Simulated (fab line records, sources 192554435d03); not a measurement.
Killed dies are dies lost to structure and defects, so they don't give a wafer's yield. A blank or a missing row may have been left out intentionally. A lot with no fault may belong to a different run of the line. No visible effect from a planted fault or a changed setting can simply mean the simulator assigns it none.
Split-lot study    flow n5 finfet    21 wafers read from 7 lots, route of 1938 steps

== ABOUT THE SPLIT ==
At N5_BEOL_M8_COAT_59 (time 60 s, resist thk 100 nm), the setting spin rpm was moved away from the recipe's 1500 rpm on 4 of the 21 wafers read, by +6.5% to +10.3%. For the rest of the wafers, this setting stayed at what the recipe calls for.

== FROM THE SPLIT TO THE READING: what the file shows between them, 5 steps ==
- N5_BEOL_M8_DESCUM_16: chemistry O2, time 7.9 s (also split here: time s)
- N5_BEOL_M8_ETCH_61: etches SiARC in CF4, target depth 45.5 nm, time 75.8 s
- N5_BEOL_M8_ETCH_62: etches SOC in N2/H2, target depth 110 nm, overetch 22 nm, time 165 s
- N5_BEOL_M8_STRIP_68: strips in N2/H2
- N5_BEOL_M8_STRIP_67: strips in CF4

== THE READING ==
SOC_of_BEOL_M8_COAT_59.thk nm (the simulator's own value, which no gauge read), in nm, at N5_BEOL_M8_HM_OPEN_17 (chemistry Cl2/BCl3, target TiN, target depth 20 nm, overetch 6 nm). The file gives no usual value for it. The 17 wafers here that ran the recipe average 92.3 nm, standard deviation 0.24 nm.

wafer   tool, chamber at the split  spin rpm as run, rpm  against the recipe  SOC_of_BEOL_M8_COAT_59.thk nm, nm  against lot-mates on the recipe
L079.1  litho track-05, 0           1500                  recipe              92                                 -
L079.3  litho track-05, 0           1500                  recipe              91.8                               -
L079.6  litho track-05, 0           1500                  recipe              92.4                               -
L080.1  litho track-01, 0           1500                  recipe              92.2                               -
L080.3  litho track-01, 0           1500                  recipe              92.2                               -
L080.5  litho track-01, 0           1500                  recipe              92.6                               -
L090.2  litho track-03, 0           1500                  recipe              92.6                               -
L090.3  litho track-03, 0           1500                  recipe              92.6                               -
L090.4  litho track-03, 0           1500                  recipe              92.8                               -
L093.1  litho track-01, 0           1500                  recipe              92.2                               -
L093.2  litho track-01, 0           1500                  recipe              92.2                               -
L093.4  litho track-01, 0           1500                  recipe              92.4                               -
L095.3  litho track-01, 0           1500                  recipe              92.2                               -
L095.5  litho track-01, 0           1655                  +10.3%              87.6                               -4.6
L095.6  litho track-01, 0           1655                  +10.3%              87.4                               -4.8
L096.1  litho track-03, 0           1598                  +6.5%               89.2                               -3.2
L096.3  litho track-03, 0           1598                  +6.5%               89.4                               -3.0
L096.5  litho track-03, 0           1500                  recipe              92.4                               -
L097.3  litho track-03, 0           1500                  recipe              92.2                               -
L097.6  litho track-03, 0           1500                  recipe              92.2                               -
L097.5  litho track-03, 0           1500                  recipe              92.4                               -

THE FIT
A straight line over all 21 wafers: SOC_of_BEOL_M8_COAT_59.thk nm changes by -0.465 nm for each +1% of spin rpm; r = -0.99; the points scatter about the line by 0.23 nm.
The same after taking each lot's own level away (the mean of its wafers on the recipe; 21 wafers): -0.46 nm for each +1%; r = -1.00; scatter 0.15 nm.
The reading moves by 4.8 nm for the largest change in spin rpm, on that fit.
The span of the lots' own levels, 92.07 to 92.67 nm, comes to 2.5 times the standard deviation stated above.
The two slopes agree, so the slope changes little with the lot-to-lot level.
Check: -4.85 nm against its lot-mates is what the line predicts for one of the wafers moved furthest among these (+10.3%) when that wafer is left out of the fit. Against them it came out at -4.6 nm.

== FURTHER SPLITS ON THESE WAFERS ==
Before the reading, these wafers also passed through other splits. Each is held against what the fit with the lots' levels taken away leaves over:
other split on the same wafers    wafers away from the commonest value  r with SOC_of_BEOL_M8_COAT_59.thk nm (lot level and that fit taken away)
N5_BEOL_M6_TRENCH_ETCH_37 time s  11                                    +0.07
N5_BEOL_M8_DESCUM_16 time s       8                                     +0.32

== THE WHOLE CHAIN: every reading that the file lists as answering this split, in the file's order ==
step                   what it does                                                          reading                                                                         change (the file's fit)                r (the file's)
N5_BEOL_M8_COAT_59     time 60 s, resist thk 100 nm                                          SOC_of_BEOL_M8_COAT_59.thk nm (the simulator's own value, which no gauge read)  -0.465 nm for each +1% of the setting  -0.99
N5_BEOL_M8_ETCH_62     etches SOC in N2/H2, target depth 110 nm, overetch 22 nm, time 165 s  etch.depth nm (the simulator's own value, which no gauge read)                  -0.465 nm for each +1% of the setting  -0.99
N5_BEOL_M8_HM_OPEN_17  chemistry Cl2/BCl3, target TiN, target depth 20 nm, overetch 6 nm     SOC_of_BEOL_M8_COAT_59.thk nm (the simulator's own value, which no gauge read)  -0.46 nm for each +1% of the setting   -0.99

== THE FILE'S OWN FIT ==
SOC_of_BEOL_M8_COAT_59.thk nm changes by -0.46 nm for each +1% of spin rpm, r = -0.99.
